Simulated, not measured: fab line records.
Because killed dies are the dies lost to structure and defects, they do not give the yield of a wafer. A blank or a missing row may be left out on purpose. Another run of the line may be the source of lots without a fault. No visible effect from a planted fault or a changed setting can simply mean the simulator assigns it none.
What tool caused it? || flow nand_harc || 18 wafers from 6 lots sampled at 4 of the route's 1302 steps

## WHAT THE GAUGES READ, wafer by wafer
NHARC_A_DECK1_JOINT_THK_MEAS_17: measures by ellipsometry.
{"lot": "L148", "measured": "day 13 01:13", "on": "film_metro-02", "thk_nm (nm)": "44.5 43.6 44.9"}
{"lot": "L150", "measured": "day 14 02:33", "on": "film_metro-02", "thk_nm (nm)": "43.3 43.1 44.6"}
{"lot": "L157", "measured": "day 16 13:33", "on": "film_metro-01", "thk_nm (nm)": "45.1 45.9 44.9"}
{"lot": "L160", "measured": "day 18 08:12", "on": "film_metro-02", "thk_nm (nm)": "51.0 51.3 51.2"}
{"lot": "L161", "measured": "day 18 08:01", "on": "film_metro-02", "thk_nm (nm)": "48.0 49.0 49.2"}
{"lot": "L167", "measured": "day 21 08:22", "on": "film_metro-01", "thk_nm (nm)": "45.2 46.0 46.4"}

## WHAT TOOL EACH LOT RAN ON (gives the tool, then ch and the chambers of the sampled wafers, and finally the start)
{"lot": "L148", "NHARC_A_CHANNEL_HOLE_D1_ETCH_19": "har_etch-01 ch 0,1, day 9 09:42", "NHARC_A_DECK1_JOINT_CMP_02": "cmp-04 ch 0,3, day 13 00:34", "NHARC_A_DECK1_JOINT_DEP_16": "pecvd-03 ch 0,1, day 13 00:56"}
{"lot": "L150", "NHARC_A_CHANNEL_HOLE_D1_ETCH_19": "har_etch-01 ch 0,1, day 10 08:07", "NHARC_A_DECK1_JOINT_CMP_02": "cmp-02 ch 1,3, day 14 01:53", "NHARC_A_DECK1_JOINT_DEP_16": "pecvd-03 ch 0,1, day 14 02:17"}
{"lot": "L157", "NHARC_A_CHANNEL_HOLE_D1_ETCH_19": "har_etch-01 ch 0,1, day 12 19:22", "NHARC_A_DECK1_JOINT_CMP_02": "cmp-03 ch 0,1, day 16 12:43", "NHARC_A_DECK1_JOINT_DEP_16": "pecvd-02 ch 0,1, day 16 13:20"}
{"lot": "L160", "NHARC_A_CHANNEL_HOLE_D1_ETCH_19": "har_etch-02 ch 0,1, day 14 12:40", "NHARC_A_DECK1_JOINT_CMP_02": "cmp-03 ch 0,1,2, day 18 07:26", "NHARC_A_DECK1_JOINT_DEP_16": "pecvd-03 ch 0,1,2, day 18 08:00"}
{"lot": "L161", "NHARC_A_CHANNEL_HOLE_D1_ETCH_19": "har_etch-02 ch 0,1, day 14 16:51", "NHARC_A_DECK1_JOINT_CMP_02": "cmp-02 ch 0,1,2, day 18 07:22", "NHARC_A_DECK1_JOINT_DEP_16": "pecvd-03 ch 0,1, day 18 07:45"}
{"lot": "L167", "NHARC_A_CHANNEL_HOLE_D1_ETCH_19": "har_etch-01 ch 0,1, day 17 10:44", "NHARC_A_DECK1_JOINT_CMP_02": "cmp-03 ch 2,3, day 21 07:42", "NHARC_A_DECK1_JOINT_DEP_16": "pecvd-01 ch 0,1,2, day 21 08:07"}
- NHARC_A_CHANNEL_HOLE_D1_ETCH_19: etches the open film in C4F8/O2/Ar, time 34.5 s.
- NHARC_A_DECK1_JOINT_CMP_02: polishes SiOx.
- NHARC_A_DECK1_JOINT_DEP_16: deposits SiO2, target thk 45 nm.

## THE ANSWER, worked out from the rows above alone
Rule: usual is defined by the lots themselves. Put in order of their means at a reading, lots are off if they are a third of the lots or fewer, leave a main group of 4 or more, and stand apart from it by a gap of 3 or more times the standard deviation of the main group's means; of several such gaps the widest counts. A main group is skipped when, at the precision printed for the reading in the tables above, its means are all equal. Also off: a lot with no number at a reading for which 4 or more lots have one. Any other lot the step has rows for is counted as sound.
Off at NHARC_A_DECK1_JOINT_THK_MEAS_17 (thk_nm): L160, L161. The main group: mean 44.8 nm, standard deviation 0.85.
A tool fits if, at a process step before that reading, it ran every lot that is off, and no sound lot after the first of them. Those tools and the gauges at NHARC_A_DECK1_JOINT_THK_MEAS_17 are tried in the same way. Can't be told from this: 3 tools fit, har_etch-02 at NHARC_A_CHANNEL_HOLE_D1_ETCH_19, pecvd-03 at NHARC_A_DECK1_JOINT_DEP_16, film_metro-02 at NHARC_A_DECK1_JOINT_THK_MEAS_17.

## WHAT THE SIMULATOR HAD INSERTED
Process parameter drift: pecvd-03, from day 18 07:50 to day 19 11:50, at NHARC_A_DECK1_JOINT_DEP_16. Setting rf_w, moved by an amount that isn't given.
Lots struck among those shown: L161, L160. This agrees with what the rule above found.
